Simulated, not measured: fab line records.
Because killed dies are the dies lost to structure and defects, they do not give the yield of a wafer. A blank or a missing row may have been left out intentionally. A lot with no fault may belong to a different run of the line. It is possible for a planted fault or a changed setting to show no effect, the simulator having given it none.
Chamber matching	flow n5 finfet	4 sister chambers for N5_BEOL_M11_ETCH_66 on rie diel-01
The step etches SOC in N2/H2, target depth 120 nm, overetch 24 nm, time 180 s. 18 wafers are shown with their chamber, then 9 later ones without.

== WAFERS, EACH WITH ITS CHAMBER ==
wafer	chamber	drypump motor current A (A)	showerhead plenum p Torr (Torr)	throttle valve pct (%)
L075.1	0	6.7	2.52	17.92
L075.2	3	5.9	2.49	17.69
L075.6	2	6.0	2.43	17.66
L079.4	2	6.0	2.43	17.68
L079.5	3	5.9	2.49	17.68
L079.6	2	6.0	2.43	17.66
L083.2	0	6.7	2.52	17.92
L083.4	1	4.9	2.62	18.04
L083.5	1	4.9	2.62	18.05
L085.1	3	5.9	2.49	17.69
L085.4	0	6.7	2.52	17.93
L085.6	3	5.9	2.49	17.69
L086.1	1	5.0	2.61	18.06
L086.4	2	6.0	2.43	17.70
L086.5	2	6.0	2.43	17.71
L090.2	2	6.0	2.43	17.71
L090.4	1	4.9	2.61	18.06
L090.6	3	5.9	2.48	17.73

SIGNATURES (averages over the wafers above)
reading	chamber 0	chamber 1	chamber 2	chamber 3	scatter within a chamber
drypump motor current A	6.700	4.925	6.000	5.900	0.0231
showerhead plenum p Torr	2.5200	2.6150	2.4300	2.4880	0.00359
throttle valve pct	17.9233	18.0525	17.6867	17.6960	0.0181
Rule: for each reading, subtract the chamber's mean from the wafer's reading, divide by that reading's scatter and square the result; add these up over the readings and take the root, which gives the wafer's distance from the chamber. The wafer belongs to the nearest chamber; if the next one is less than 2 further off, it can't be placed. How the scatter is found: for the shown wafers, subtract from each reading the mean of its chamber, square and add these, divide the total by (wafers less chambers), then take the root.

== WAFERS WHOSE CHAMBER IS MISSING ==
wafer	drypump motor current A (A)	showerhead plenum p Torr (Torr)	throttle valve pct (%)
L092.1	5.9	2.48	17.72
L092.4	6.7	2.51	17.54
L092.5	6.0	2.42	17.74
L093.1	5.9	2.48	17.74
L093.2	6.7	2.51	17.53
L093.4	6.7	2.51	17.55
L095.1	5.9	2.48	17.76
L095.2	6.0	2.42	17.74
L095.3	4.9	2.61	17.67

== THE CHAMBER EACH PASSED THROUGH ==
wafer	from the rows above	in truth
L092.1	3	3
L092.4	0	0
L092.5	2	2
L093.1	3	3
L093.2	0	0
L093.4	0	0
L095.1	3	3
L095.2	2	2
L095.3	1	1
Placed correctly: 9 of 9. Number that these rows cannot place: 0. Wrongly placed: 0.
